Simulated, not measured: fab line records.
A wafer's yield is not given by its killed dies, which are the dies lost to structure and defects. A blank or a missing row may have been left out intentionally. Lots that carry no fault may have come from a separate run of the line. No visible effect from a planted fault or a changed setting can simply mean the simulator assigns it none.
Problem report, 8D (eight disciplines) form, completed by code | flow n5 finfet | the parts of the form that need people (team, actions taken, sign-off) are left out

== 1. THE PROBLEM ==
Mean V9_OVL at N5_BEOL_M10_OVL_MEAS_29: 7.3 nm over 6 wafers in 2 lots; fault-free wafers: 0.0 nm, standard deviation 0.68. Measured from the usual mean, that is +11 standard deviations.
The first sign was on wafer L933.3 at day 16 03:35, on overlay-02. Wafers with a number at this step in the record: 30, from 10 lots. Rule for "out" (also "out of limits"): further than 4 standard deviations from the usual mean. The rest of the wafers with a number are treated as sound.

== 2. WHAT THIS IS AND IS NOT ==
question                    | is                     | is not
which readings at this step | V9_OVL                 | -
which lots                  | L933, L935             | L913, L914, L922, L923, L924, L925, L926, L934
which wafers of those lots  | all that have a number | -
read on which gauges        | overlay-01, overlay-02 | -
when                        | from day 16 03:35      | up to then (21 sound wafers); but 3 sound wafers of L934 came after

== 3. SUSPECTS, AND WHAT RULES EACH OUT ==
Counting: a tool at any process step up to the reading remains a suspect when it ran all the lots that are out and ran no sound lot after the first of those.
- the gauge at N5_BEOL_M10_OVL_MEAS_29 is ruled out. Those wafers that are out were read across 2 gauges (overlay-01, overlay-02).
- arfi scanner-03 at N5_BEOL_M10_EXPOSE_25 (exposes mask V9): kept. Every lot that is out went through it, starting with L933 (day 16 03:26), and after that it ran no sound lot; the last sound lot it ran before then is L925 (day 13 06:20).
The count leaves arfi scanner-03 at N5_BEOL_M10_EXPOSE_25.

== 4. THE CAUSE (what the simulator had put in) ==
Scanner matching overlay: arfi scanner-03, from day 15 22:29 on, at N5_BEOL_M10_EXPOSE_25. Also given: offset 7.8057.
Only this tool survived the counting.

== 5. THE CHAIN OF EFFECTS, in route order ==
Each row: a reading whose mean over the struck wafers that have a number lies more than 3 standard deviations from the usual. Readings are gone through only where the record gives a usual standard deviation; hours: the median, over the lots, of the time from a lot's start at the first step in this table giving one to that lot's start at this step; sigmas: the change measured in usual standard deviations.
hours | step                    | reading | usual  | on struck wafers | change | sigmas
0     | N5_BEOL_M10_OVL_MEAS_29 | V9_OVL  | 0.0 nm | 7.3              | +7.3   | +11

== 6. WHAT WOULD HAVE CAUGHT IT SOONER ==
In this record the first reading out of limits at a measuring or inspecting step was taken at day 16 03:35, 5 hours after the fault began at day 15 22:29.
Lots out: 2; of these, L935 started N5_BEOL_M10_EXPOSE_25 on arfi scanner-03 after day 16 03:35. Holding the tool at that time would have saved it.
